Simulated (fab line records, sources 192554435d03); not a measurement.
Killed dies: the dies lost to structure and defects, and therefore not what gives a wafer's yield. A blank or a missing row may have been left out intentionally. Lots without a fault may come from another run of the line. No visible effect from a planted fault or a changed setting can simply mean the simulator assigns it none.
Split-lot experiment -- flow n5_finfet -- 7 lots, 21 wafers read, on a route of 1938 steps

THE SPLIT
At N5_MOL_CONTACT_COAG_EXPOSE_37 (exposes mask VD, defocus 0 nm), the setting dose_mj was moved away from the recipe's 62 on 8 of the 21 wafers read, by -4.0% to +5.6%. This setting was run at the recipe's value on the other wafers.

FROM THE SPLIT TO THE READING: what the file shows between them, 8 steps
- N5_MOL_CONTACT_COAG_PEB_38: peb time 60 s
- N5_MOL_CONTACT_COAG_DEVELOP_39: develop time 30 s
- N5_MOL_CONTACT_COAG_CD_MEAS_40: target cd 25.1 nm
- N5_MOL_CONTACT_COAG_DESCUM_45: chemistry O2, time 7 s
- N5_MOL_CONTACT_COAG_ETCH_65: etches underlayer in N2/H2, target depth 13 nm, time 10.4 s
- N5_MOL_CONTACT_COAG_ETCH_66: etches SiARC in CF4, target depth 13 nm, time 21.7 s
- N5_MOL_CONTACT_COAG_PRECLEAN_138: cleans in alkaline clean, time 60 s
- N5_MOL_CONTACT_COAG_SRD_139: time 30 s

THE READING
At N5_MOL_CONTACT_COAG_CD_MEAS_101: cd_nm in nanometres, against a target cd of 16 nm. On this fab line, fault-free wafers typically give 16.00 nm with a standard deviation of 0.26 nm.

wafer,"tool, chamber at the split",dose_mj as run,against the recipe,"cd_nm, nm",against lot-mates on the recipe
L075.1,"euv_scanner-01, 0",62,recipe,16.20,-
L075.3,"euv_scanner-01, 0",64.55,+4.1%,16.66,+0.52
L075.4,"euv_scanner-01, 0",62,recipe,16.09,-
L077.1,"euv_scanner-02, 0",63.29,+2.1%,16.10,+0.04
L077.2,"euv_scanner-02, 0",62,recipe,16.11,-
L077.6,"euv_scanner-02, 0",62,recipe,16.01,-
L083.3,"euv_scanner-01, 0",60.41,-2.6%,15.75,-0.23
L083.4,"euv_scanner-01, 0",60.41,-2.6%,15.60,-0.38
L083.6,"euv_scanner-01, 0",62,recipe,15.98,-
L090.1,"euv_scanner-02, 0",59.54,-4.0%,15.38,-0.67
L090.4,"euv_scanner-02, 0",62,recipe,16.05,-
L090.5,"euv_scanner-02, 0",59.54,-4.0%,14.84,-1.21
L091.1,"euv_scanner-02, 0",64.63,+4.2%,16.37,+0.43
L091.4,"euv_scanner-02, 0",62,recipe,16.08,-
L091.5,"euv_scanner-02, 0",62,recipe,15.81,-
L094.3,"euv_scanner-01, 0",62,recipe,16.12,-
L094.5,"euv_scanner-01, 0",62,recipe,15.80,-
L094.6,"euv_scanner-01, 0",62,recipe,16.11,-
L095.2,"euv_scanner-02, 0",62,recipe,15.88,-
L095.4,"euv_scanner-02, 0",62,recipe,15.73,-
L095.6,"euv_scanner-02, 0",65.5,+5.6%,17.17,+1.37

FIT RESULTS
A straight line over all 21 wafers: cd_nm changes by +0.172 nm for each +1% of dose_mj; r = +0.91; the points scatter about the line by 0.2 nm.
The same after taking each lot's own level away (the mean of its wafers on the recipe; 21 wafers): +0.18 nm for each +1%; r = +0.91; scatter 0.21 nm.
According to that fit, moving dose_mj by its largest amount changes the reading by 1 nm.
Across the lots, their own levels run from 15.805 to 16.145 nm, a range of 1.3 times the standard deviation given above.
Consequently the slope shifts little with the lot-to-lot level, the two slopes agreeing.
Check: with one of the wafers moved furthest among these (+5.6%) left out of the fit, the line predicts +0.812 nm for it against its lot-mates. It came out at +1.37 nm against them.

ADDITIONAL SPLITS CARRIED BY THESE WAFERS
Before the reading, these wafers also passed through other splits. Each is held against what the fit with the lots' levels taken away leaves over:
other split on the same wafers,wafers away from the commonest value,r with cd_nm (lot level and that fit taken away)
N5_GATE_CUT_EXPOSE_10 dose_mj,6,-0.15
N5_MOL_CONTACT_COAG_ETCH_110 source_w,4,-0.18
N5_MOL_CONTACT_COAG_COAT_34 spin_rpm,7,-0.18

THE WHOLE CHAIN: every reading that the file lists as answering this split, in the file's order
step,what it does,reading,change (the file's fit),r (the file's)
N5_MOL_CONTACT_COAG_CD_MEAS_40,target cd 25.1 nm,cd_nm,+0.202 nm for each +1% of the setting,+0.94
N5_MOL_CONTACT_COAG_CD_MEAS_101,target cd 16 nm,cd_nm,+0.174 nm for each +1% of the setting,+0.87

FILE'S OWN FIT
cd_nm changes by +0.174 nm for each +1% of dose_mj, r = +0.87.
